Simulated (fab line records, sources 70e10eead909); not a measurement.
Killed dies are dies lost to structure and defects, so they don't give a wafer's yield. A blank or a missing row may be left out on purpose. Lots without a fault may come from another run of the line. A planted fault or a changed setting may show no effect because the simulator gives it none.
Chamber matching | flow nand_harc | NHARC_A_CHANNEL_FILL_D2_ALD_02 on ald_hk-02: 4 sister chambers
The step deposits SiO2, target thk 6 nm, pulse time 10 s, ald cycles 60. 16 wafers are shown with their chamber, then 8 later ones without.

WAFERS WITH THEIR CHAMBER
wafer  | chamber | heater_power_w (W) | precursor_pulse_height_rel | susceptor_temp_C (C)
L074.1 | 1       | 447                | 1.004                      | 299.86
L074.3 | 0       | 443                | 0.994                      | 300.08
L074.6 | 3       | 465                | 1.019                      | 300.28
L077.3 | 0       | 461                | 1.001                      | 300.51
L077.4 | 2       | 410                | 0.990                      | 300.13
L077.6 | 3       | 454                | 0.991                      | 299.89
L080.1 | 2       | 402                | 1.009                      | 300.04
L080.4 | 0       | 454                | 0.994                      | 299.85
L080.6 | 3       | 442                | 0.949                      | 300.12
L081.2 | 3       | 449                | 0.960                      | 299.86
L081.4 | 2       | 393                | 0.989                      | 299.83
L081.6 | 1       | 447                | 0.960                      | 299.69
L088.1 | 0       | 444                | 1.024                      | 300.11
L088.4 | 1       | 446                | 1.046                      | 300.30
L088.5 | 2       | 396                | 0.971                      | 300.10
L091.2 | 3       | 451                | 0.974                      | 299.70

SIGNATURES (means of the wafers above)
reading                    | chamber 0 | chamber 1 | chamber 2 | chamber 3 | scatter within a chamber
heater_power_w             | 450.50    | 446.67    | 400.25    | 452.20    | 7.49
precursor_pulse_height_rel | 1.00325   | 1.00333   | 0.98975   | 0.97860   | 0.0259
susceptor_temp_C           | 300.1375  | 299.9500  | 300.0250  | 299.9700  | 0.24
Rule: a wafer's distance from a chamber is the root of the sum, over the readings, of the square of ((its reading less the chamber's mean) divided by the reading's scatter). The wafer belongs to the nearest chamber; if the next one is less than 2 further off, it can't be placed. The scatter: the root of (the sum of the squares of (reading less its chamber's mean) over the shown wafers, divided by (wafers less chambers)).

WAFERS WITHOUT THEIR CHAMBER
wafer  | heater_power_w (W) | precursor_pulse_height_rel | susceptor_temp_C (C)
L091.3 | 445                | 0.994                      | 299.76
L091.6 | 455                | 1.012                      | 300.08
L095.2 | 455                | 1.008                      | 300.25
L095.3 | 403                | 0.978                      | 299.86
L095.6 | 458                | 1.000                      | 299.88
L096.2 | 406                | 1.018                      | 300.01
L096.4 | 448                | 0.988                      | 299.64
L096.5 | 405                | 0.980                      | 299.74

WHICH CHAMBER EACH WENT THROUGH
wafer  | from the rows above          | in truth
L091.3 | can't be placed: 1 or 3 or 0 | 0
L091.6 | can't be placed: 0 or 1 or 3 | 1
L095.2 | can't be placed: 0 or 3 or 1 | 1
L095.3 | 2                            | 2
L095.6 | can't be placed: 3 or 0 or 1 | 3
L096.2 | 2                            | 2
L096.4 | can't be placed: 1 or 3 or 0 | 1
L096.5 | 2                            | 2
Placed correctly: 3 of 8. Can't be placed from these rows: 5 (the true chamber is among the candidates in 5). Placed wrongly: 0.
